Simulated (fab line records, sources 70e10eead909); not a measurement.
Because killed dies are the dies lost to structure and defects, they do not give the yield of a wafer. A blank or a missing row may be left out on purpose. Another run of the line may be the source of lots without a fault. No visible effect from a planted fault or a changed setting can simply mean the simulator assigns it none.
Chamber matching	flow nand harc	NHARC_A_STAIRCASE_DEP_322 on pecvd-02 has 3 sister chambers
The step deposits SiO2, target thk 7200 nm. 3 wafers are shown with their chamber, then 9 later ones without.

WAFERS PAIRED WITH THEIR CHAMBERS
wafer	chamber	heater power w (W)
L087.6	2	570
L088.3	0	696
L088.4	1	739

WAFERS WITHOUT THEIR CHAMBER
wafer	heater power w (W)
L089.3	855
L089.4	736
L089.5	601
L091.3	615
L091.5	608
L091.6	710
L095.2	655
L095.3	921
L095.6	729

EACH ONE'S CHAMBER
wafer	from the rows above	in truth
L089.3	can't be placed: 1 or 0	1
L089.4	can't be placed: 1 or 0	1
L089.5	can't be placed: 2 or 0 or 1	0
L091.3	can't be placed: 2 or 0 or 1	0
L091.5	can't be placed: 2 or 0 or 1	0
L091.6	can't be placed: 0 or 1 or 2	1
L095.2	can't be placed: 0 or 1 or 2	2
L095.3	can't be placed: 1 or 0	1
L095.6	can't be placed: 1 or 0 or 2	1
Placed correctly: 0 of 9. From these rows, 9 cannot be placed; in 9 the true chamber is one of the candidates. 0 placed wrongly.
How it was worked out, from the rows above alone: a wafer's distance from a chamber is the root of the sum, over the readings, of the square of ((its reading less the chamber's mean) divided by the reading's scatter). If the next closest chamber is less than 2 further off than the closest, the wafer can't be placed; otherwise it belongs to the closest. Each chamber's mean is taken over the wafers shown for it. The scatter: with one shown wafer a chamber, the root of the mean of the squares of how far each hidden wafer lies from its nearest shown one.
